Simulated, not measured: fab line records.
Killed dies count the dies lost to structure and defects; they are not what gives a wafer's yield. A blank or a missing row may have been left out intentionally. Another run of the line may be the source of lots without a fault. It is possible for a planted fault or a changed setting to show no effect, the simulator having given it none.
The tool behind it: which one? ; flow n5_finfet ; 15 lots, 45 wafers sampled, at 4 steps of a route of 1938

== WHAT THE GAUGES READ, wafer by wafer ==
N5_BEOL_M8_CD_MEAS_11: target cd 38.5 nm.
lot;measured;on;cd_nm (nm)
L968;day 9 05:13;cd_sem-02;38.9 38.4 38.5
L969;day 10 01:44;cd_sem-01;38.2 38.8 39.0
L972;day 10 06:04;cd_sem-03;37.7 38.3 38.3
L974;day 10 19:44;cd_sem-02;38.2 38.6 38.1
L975;day 11 05:48;cd_sem-03;38.3 38.3 37.8
L976;day 11 06:53;cd_sem-01;38.4 38.4 38.5
L978;day 12 15:26;cd_sem-03;- - -
L982;day 12 19:22;cd_sem-01;- - -
L981;day 13 00:53;cd_sem-01;- - -
L984;day 13 09:28;cd_sem-01;38.1 37.8 38.1
L985;day 13 09:44;cd_sem-01;38.9 38.8 38.9
L986;day 14 05:56;cd_sem-02;38.1 37.3 37.9
L988;day 14 19:02;cd_sem-01;38.5 38.4 38.6
L990;day 15 04:07;cd_sem-01;38.4 38.2 38.2
L991;day 15 11:32;cd_sem-03;38.1 39.0 38.3

== EACH LOT AND THE TOOL THAT RAN IT (in order: tool; ch and the chambers of the sampled wafers; start) ==
lot;N5_BEOL_M7_SPUTTER_48;N5_BEOL_M7_DEP_56;N5_BEOL_M8_EXPOSE_08
L968;pvd_sputter-03, day 9 01:35;pecvd-01 ch 0,1,2, day 9 02:27;arfi_scanner-03 ch 0, day 9 05:05
L969;pvd_sputter-02, day 9 21:58;pecvd-04 ch 0,1, day 9 22:52;arfi_scanner-03 ch 0, day 10 01:36
L972;pvd_sputter-03, day 10 02:57;pecvd-02 ch 0,1, day 10 04:05;arfi_scanner-02 ch 0, day 10 05:56
L974;pvd_sputter-01, day 10 15:41;pecvd-02 ch 0,1, day 10 17:07;arfi_scanner-03 ch 0, day 10 19:37
L975;pvd_sputter-02, day 11 01:55;pecvd-01 ch 0,2, day 11 02:58;arfi_scanner-01 ch 0, day 11 05:41
L976;pvd_sputter-01, day 11 04:34;pecvd-02 ch 1,2, day 11 05:25;arfi_scanner-01 ch 0, day 11 06:45
L978;pvd_sputter-02, day 12 12:23;pecvd-04 ch 0,1, day 12 13:43;arfi_scanner-01, day 12 15:19
L982;pvd_sputter-03, day 12 16:05;pecvd-02 ch 1,2, day 12 17:10;arfi_scanner-03, day 12 19:15
L981;pvd_sputter-02, day 12 22:10;pecvd-01 ch 0,1,2, day 12 23:02;arfi_scanner-02, day 13 00:46
L984;pvd_sputter-02, day 13 06:24;pecvd-01 ch 2, day 13 07:55;arfi_scanner-01 ch 0, day 13 09:20
L985;pvd_sputter-02, day 13 06:32;pecvd-04 ch 0,1,2, day 13 08:16;arfi_scanner-03 ch 0, day 13 09:37
L986;pvd_sputter-03, day 14 00:06;pecvd-02 ch 0,1, day 14 01:55;arfi_scanner-01 ch 0, day 14 05:49
L988;pvd_sputter-01, day 14 15:35;pecvd-04 ch 0,1,2, day 14 16:35;arfi_scanner-01 ch 0, day 14 18:54
L990;pvd_sputter-02, day 15 00:51;pecvd-01 ch 0,2, day 15 01:43;arfi_scanner-01 ch 0, day 15 03:59
L991;pvd_sputter-03, day 15 08:16;pecvd-02 ch 0,1, day 15 09:52;arfi_scanner-03 ch 0, day 15 11:25
- N5_BEOL_M7_SPUTTER_48: material Cu, target thk 10 nm, time 1.667 s.
- N5_BEOL_M7_DEP_56: deposits SiCN from 3MS/NH3, target thk 10 nm, time 17.5 s.
- N5_BEOL_M8_EXPOSE_08: exposes mask M8.

== AS READ BY THE TOOLS THEMSELVES (means over the sampled wafers that have a number; for cases with no such wafer, the mark the record gives instead) ==
N5_BEOL_M7_SPUTTER_48.
lot;tool;chuck_sensor_temp_C (C);throttle_valve_pct (%)
L968;pvd_sputter-03;-15.9;30.0
L969;pvd_sputter-02;-15.6;29.9
L972;pvd_sputter-03;-16.0;30.2
L974;pvd_sputter-01;-16.2;30.6
L975;pvd_sputter-02;-15.5;30.6
L976;pvd_sputter-01;-15.9;30.6
L978;pvd_sputter-02;-15.5;30.8
L982;pvd_sputter-03;-16.1;29.3
L981;pvd_sputter-02;-15.8;30.3
L984;pvd_sputter-02;-15.9;29.9
L985;pvd_sputter-02;-15.7;30.5
L986;pvd_sputter-03;-16.0;30.1
L988;pvd_sputter-01;-16.1;31.4
L990;pvd_sputter-02;-15.3;30.2
L991;pvd_sputter-03;-15.9;30.4

N5_BEOL_M7_DEP_56.
lot;tool;showerhead_plenum_p_Torr (Torr);throttle_valve_pct (%)
L968;pecvd-01;3.667;9.0
L969;pecvd-04;3.672;8.4
L972;pecvd-02;3.648;9.8
L974;pecvd-02;3.650;9.7
L975;pecvd-01;3.669;9.1
L976;pecvd-02;3.668;8.7
L978;pecvd-04;3.682;8.7
L982;pecvd-02;3.665;9.2
L981;pecvd-01;3.671;9.0
L984;pecvd-01;3.667;8.8
L985;pecvd-04;3.673;8.7
L986;pecvd-02;3.650;9.9
L988;pecvd-04;3.675;8.6
L990;pecvd-01;3.671;9.2
L991;pecvd-02;3.653;9.8

N5_BEOL_M8_EXPOSE_08.
lot;tool;exposure_dose_mJ_cm2;focus_offset_nm (nm);reticle_temp_C (C);stage_vel_mm_s (mm/s)
L968;arfi_scanner-03;68.20;0.1;23.08;500.20
L969;arfi_scanner-03;68.20;0.2;23.01;500.48
L972;arfi_scanner-02;68.13;0.1;23.01;499.91
L974;arfi_scanner-03;68.19;-0.3;22.95;500.20
L975;arfi_scanner-01;68.25;-0.4;23.03;499.72
L976;arfi_scanner-01;68.25;-0.1;22.99;499.99
L978;arfi_scanner-01;-;-;-;-
L982;arfi_scanner-03;-;-;-;-
L981;arfi_scanner-02;-;-;-;-
L984;arfi_scanner-01;68.17;-0.8;23.04;500.06
L985;arfi_scanner-03;68.12;-0.2;22.85;500.32
L986;arfi_scanner-01;68.16;0.2;22.94;500.17
L988;arfi_scanner-01;68.26;-0.2;22.93;499.93
L990;arfi_scanner-01;68.15;-0.1;22.94;499.94
L991;arfi_scanner-03;68.14;0.1;22.95;499.95

== THE ANSWER, worked out from the rows above alone ==
Rule: usual is defined by the lots themselves. Put in order of their means at a reading, lots are off if they are a third of the lots or fewer, leave a main group of 4 or more, and stand apart from it by a gap of 3 or more times the standard deviation of the main group's means; of several such gaps the widest counts. A main group is skipped when, at the precision printed for the reading in the tables above, its means are all equal. A lot without any number at a reading at which 4 lots or more have one is off too. The other lots that the step has rows for count as sound. Order of review: gauges by route order, followed by the tools' own readings, for which a lot's mean as printed above is used. The first step at which some lot is off is used, and at that step the reading that is off furthest; a lot without a number counts as furthest.
Off at N5_BEOL_M8_CD_MEAS_11 (cd_nm): L978, L982, L981. Without a number there: L978, L982, L981. For the main group the mean is 38.3 nm and the standard deviation 0.3.
If a tool, at a process step before that reading, ran all the lots that are off and no sound lot after the first of them, it fits. The gauges at N5_BEOL_M8_CD_MEAS_11 aren't tried: what is off there is off at N5_BEOL_M8_EXPOSE_08 too, on other tools, and a gauge's error can't cause that. Of those tried, none fits.

== WHAT THE SIMULATOR HAD PUT IN ==
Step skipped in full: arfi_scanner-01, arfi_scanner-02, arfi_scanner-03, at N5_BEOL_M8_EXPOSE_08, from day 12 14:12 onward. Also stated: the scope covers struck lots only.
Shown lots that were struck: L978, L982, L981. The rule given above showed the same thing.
